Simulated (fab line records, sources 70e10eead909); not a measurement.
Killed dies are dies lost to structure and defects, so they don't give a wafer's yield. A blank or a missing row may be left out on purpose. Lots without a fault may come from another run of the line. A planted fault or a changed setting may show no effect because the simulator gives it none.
Chamber matching | flow nand_harc | NHARC_THIN_TSV_CMP_01 on cmp-01: 4 sister chambers
The step polishes. 22 wafers are shown with their chamber, then 11 later ones without.

WAFERS WITH THEIR CHAMBER
wafer  | chamber | motor_current_A (A) | retaining_ring_pressure_frac
L076.2 | 2       | 11.4                | 1.000
L076.4 | 0       | 11.7                | 1.001
L076.5 | 1       | 12.1                | 0.998
L077.1 | 2       | 11.6                | 0.999
L077.3 | 0       | 11.4                | 0.999
L077.6 | 1       | 12.2                | 1.009
L078.3 | 2       | 11.1                | 0.999
L078.4 | 1       | 11.9                | 1.005
L078.6 | 1       | 12.0                | 1.003
L080.3 | 0       | 10.8                | 0.996
L080.4 | 3       | 13.5                | 1.000
L080.5 | 2       | 11.4                | 0.999
L079.2 | 2       | 11.3                | 1.006
L079.4 | 1       | 12.1                | 1.003
L079.6 | 3       | 13.8                | 0.995
L081.1 | 2       | 10.9                | 0.996
L081.2 | 3       | 12.9                | 1.008
L081.6 | 3       | 12.7                | 1.010
L084.2 | 2       | 11.4                | 0.999
L084.3 | 0       | 10.9                | 0.996
L084.5 | 1       | 11.4                | 0.998
L086.3 | 2       | 11.6                | 1.000

SIGNATURES (means of the wafers above)
reading                      | chamber 0 | chamber 1 | chamber 2 | chamber 3 | scatter within a chamber
motor_current_A              | 11.200    | 11.950    | 11.338    | 13.225    | 0.345
retaining_ring_pressure_frac | 0.99800   | 1.00267   | 0.99975   | 1.00325   | 0.00415
Rule: a wafer's distance from a chamber is the root of the sum, over the readings, of the square of ((its reading less the chamber's mean) divided by the reading's scatter). The wafer belongs to the nearest chamber; if the next one is less than 2 further off, it can't be placed. The scatter: the root of (the sum of the squares of (reading less its chamber's mean) over the shown wafers, divided by (wafers less chambers)).

WAFERS WITHOUT THEIR CHAMBER
wafer  | motor_current_A (A) | retaining_ring_pressure_frac
L086.4 | 11.2                | 1.005
L086.5 | 11.4                | 0.997
L087.1 | 11.3                | 1.001
L087.2 | 10.6                | 0.997
L087.5 | 12.0                | 1.002
L090.1 | 11.6                | 1.007
L090.3 | 11.2                | 1.000
L090.6 | 11.8                | 1.005
L093.1 | 11.6                | 0.992
L093.3 | 13.2                | 0.996
L093.6 | 10.5                | 1.000

WHICH CHAMBER EACH WENT THROUGH
wafer  | from the rows above          | in truth
L086.4 | can't be placed: 2 or 0 or 1 | 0
L086.5 | can't be placed: 0 or 2 or 1 | 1
L087.1 | can't be placed: 2 or 0 or 1 | 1
L087.2 | can't be placed: 0 or 2      | 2
L087.5 | can't be placed: 1 or 2      | 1
L090.1 | can't be placed: 1 or 2 or 0 | 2
L090.3 | can't be placed: 2 or 0 or 1 | 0
L090.6 | can't be placed: 1 or 2 or 0 | 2
L093.1 | can't be placed: 0 or 2 or 1 | 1
L093.3 | 3                            | 3
L093.6 | can't be placed: 0 or 2      | 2
Placed correctly: 1 of 11. Can't be placed from these rows: 10 (the true chamber is among the candidates in 10). Placed wrongly: 0.
